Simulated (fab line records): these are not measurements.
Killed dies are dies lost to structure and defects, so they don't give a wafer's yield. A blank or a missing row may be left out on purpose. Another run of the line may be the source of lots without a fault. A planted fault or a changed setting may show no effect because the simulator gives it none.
Chamber matching -- flow nandHarc -- NHARC_A_CHANNEL_HOLE_D2_DESCUM_15 on rieDiel-07 has 4 sister chambers
The step chemistry O2, time 3 s. 4 wafers are shown with their chamber, then 9 later ones without.

WAFERS WITH THEIR CHAMBER
wafer,chamber,showerheadPlenumPTorr (Torr)
L084.3,2,1.98
L085.5,3,1.86
L086.5,1,1.86
L086.6,0,1.85

WAFERS WITH NO CHAMBER GIVEN
wafer,showerheadPlenumPTorr (Torr)
L089.3,1.97
L089.4,1.86
L089.5,1.97
L091.1,1.85
L091.4,1.97
L091.6,1.85
L096.1,1.86
L096.4,1.86
L096.5,1.86

WHICH CHAMBER EACH WENT THROUGH
wafer,from the rows above,in truth
L089.3,2,2
L089.4,can't be placed: 1 or 3 or 0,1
L089.5,2,2
L091.1,can't be placed: 0 or 1 or 3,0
L091.4,2,2
L091.6,can't be placed: 0 or 1 or 3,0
L096.1,can't be placed: 1 or 3 or 0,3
L096.4,can't be placed: 1 or 3 or 0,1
L096.5,can't be placed: 1 or 3 or 0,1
Correctly placed: 3 of 9. Unplaceable from these rows: 6, with the true chamber sitting among the candidates in 6. 0 placed wrongly.
How it was worked out, from the rows above alone: a wafer's distance from a chamber is the root of the sum, over the readings, of the square of ((its reading less the chamber's mean) divided by the reading's scatter). If the next closest chamber is less than 2 further off than the closest, the wafer can't be placed; otherwise it belongs to the closest. A chamber's mean is the mean of its shown wafers. The scatter: root of mean squared gap, hidden wafer to nearest shown wafer, with one shown wafer a chamber.
